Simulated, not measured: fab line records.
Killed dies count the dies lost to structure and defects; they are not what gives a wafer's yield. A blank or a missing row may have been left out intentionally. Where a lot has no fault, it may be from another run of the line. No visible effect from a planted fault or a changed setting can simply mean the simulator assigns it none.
Shared-tool check -- flow n5 finfet -- 11 lots, 33 wafers sampled

== REASON FOR OPENING ==
On 1 of the 11 lots, a flag is raised at N5_PASSIVATION_CD_MEAS_30 on the reading cd nm. Wafers without a fault read 4000.7 nm, standard deviation 2.1.
Rule: a lot is flagged in two cases, either no wafer of it has a number, or all its wafers with numbers fall more than 4 standard deviations from that mean. As for the other lots, they are considered sound.

lot,measured,on,"cd nm (nm), wafer by wafer",flag
L335,day 11 23:14,cd sem-03,4000.0 3999.9 3997.7,
L336,day 13 02:45,cd sem-02,4000.0 3998.3 3996.9,
L337,day 13 04:04,cd sem-03,4000.3 4002.9 4004.1,
L341,day 14 20:46,cd sem-01,3976.0 3978.2 3977.5,FLAGGED
L344,day 15 14:45,cd sem-01,4002.1 4001.6 3997.7,
L349,day 16 23:40,cd sem-03,3997.3 3997.5 4000.5,
L351,day 17 08:47,cd sem-02,4000.1 4001.0 4001.1,
L352,day 17 15:25,cd sem-03,3997.8 4000.0 4002.3,
L357,day 18 11:19,cd sem-03,3998.2 4001.1 4001.4,
L353,day 18 20:13,cd sem-01,3998.8 4001.0 4000.1,
L356,day 18 22:28,cd sem-01,4001.6 4003.4 3998.5,
The mean of the flagged lots' numbers is 3977.2 nm, -23.5 nm from the usual (-11 standard deviations).

== TOOL THAT RAN EACH LOT ==
The record holds 2 process steps before the reading, out of a route of 1938 steps. Cell contents, in order: the tool; ch with the chambers the sampled wafers went through; the start.
lot,flag,N5_PASSIVATION_PECVD_55,N5_PASSIVATION_EXPOSE_27
L335,,"pecvd-04 ch 1,2, day 11 20:42","krf scanner-02 ch 0, day 11 23:04"
L336,,"pecvd-01 ch 1,2, day 12 17:25","krf scanner-02 ch 0, day 13 02:34"
L337,,"pecvd-02 ch 0,2, day 12 21:56","krf scanner-01 ch 0, day 13 03:54"
L341,FLAGGED,"pecvd-04 ch 0,1,2, day 14 13:03","krf scanner-02 ch 0, day 14 20:35"
L344,,"pecvd-02 ch 0,1,2, day 15 10:03","krf scanner-01 ch 0, day 15 14:35"
L349,,"pecvd-02 ch 0,2, day 16 20:34","krf scanner-01 ch 0, day 16 23:29"
L351,,"pecvd-02 ch 0,2, day 17 06:23","krf scanner-01 ch 0, day 17 08:37"
L352,,"pecvd-02 ch 0,2, day 17 10:17","krf scanner-01 ch 0, day 17 15:14"
L357,,"pecvd-04 ch 0,1,2, day 18 08:43","krf scanner-01 ch 0, day 18 11:08"
L353,,"pecvd-04 ch 0,1,2, day 18 16:48","krf scanner-01 ch 0, day 18 20:02"
L356,,"pecvd-02 ch 0,1,2, day 18 18:24","krf scanner-01 ch 0, day 18 22:17"
What is done by these steps:
- N5_PASSIVATION_PECVD_55: deposits SiO2 from SiH4/N2O, target thk 400 nm, time 22.5 s.
- N5_PASSIVATION_EXPOSE_27: exposes mask PAD, defocus 0 nm.
- N5_PASSIVATION_CD_MEAS_30: target cd 4000 nm.

== FLAGGED AGAINST TOTAL, ONE TOOL AT A TIME (gauges that did the reading follow at the end) ==
step,tool,lots run,flagged,share of the flagged lots,sound lots run after its first flagged lot
N5_PASSIVATION_PECVD_55,pecvd-01,1,0,none,-
N5_PASSIVATION_PECVD_55,pecvd-02,6,0,none,-
N5_PASSIVATION_PECVD_55,pecvd-04,4,1,all,"2 (L357,L353)"
N5_PASSIVATION_EXPOSE_27,krf scanner-01,8,0,none,-
N5_PASSIVATION_EXPOSE_27,krf scanner-02,3,1,all,0
N5_PASSIVATION_CD_MEAS_30,cd sem-01,4,1,all,"3 (L344,L353,L356)"
N5_PASSIVATION_CD_MEAS_30,cd sem-02,2,0,none,-
N5_PASSIVATION_CD_MEAS_30,cd sem-03,5,0,none,-

== WHAT IS ALLOWED BY THE TABLE ==
pecvd-04 at N5_PASSIVATION_PECVD_55, krf scanner-02 at N5_PASSIVATION_EXPOSE_27 and cd sem-01 at N5_PASSIVATION_CD_MEAS_30: these 3 rows of the table ran every flagged lot.
- pecvd-04 at N5_PASSIVATION_PECVD_55: 1 of its 4 lots flagged. After the first flagged lot (L357, L353), sound lots still ran on it; a lasting fault on the whole tool would not permit that.
- krf scanner-02 at N5_PASSIVATION_EXPOSE_27: 1 of its 3 lots flagged. A fault beginning between L336 (day 13 02:34), its last sound lot, and L341 (day 14 20:35), its first flagged one, fits the data. Its own readings lie more than 4 standard deviations out on every wafer of the flagged lots: exposure dose mJ cm2.
- cd sem-01 at N5_PASSIVATION_CD_MEAS_30: 1 of its 4 lots flagged. After the first flagged lot (L344, L353, L356), sound lots still ran on it; a lasting fault on the whole tool would not permit that.
Left over: one tool, krf scanner-02 at N5_PASSIVATION_EXPOSE_27.

== WHAT HAD BEEN PUT IN BY THE SIMULATOR ==
Drift in process parameters on krf scanner-02 at N5_PASSIVATION_EXPOSE_27, starting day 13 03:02. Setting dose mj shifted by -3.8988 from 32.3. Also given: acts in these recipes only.
Lots struck among those shown: L341. The rule given above showed the same thing.
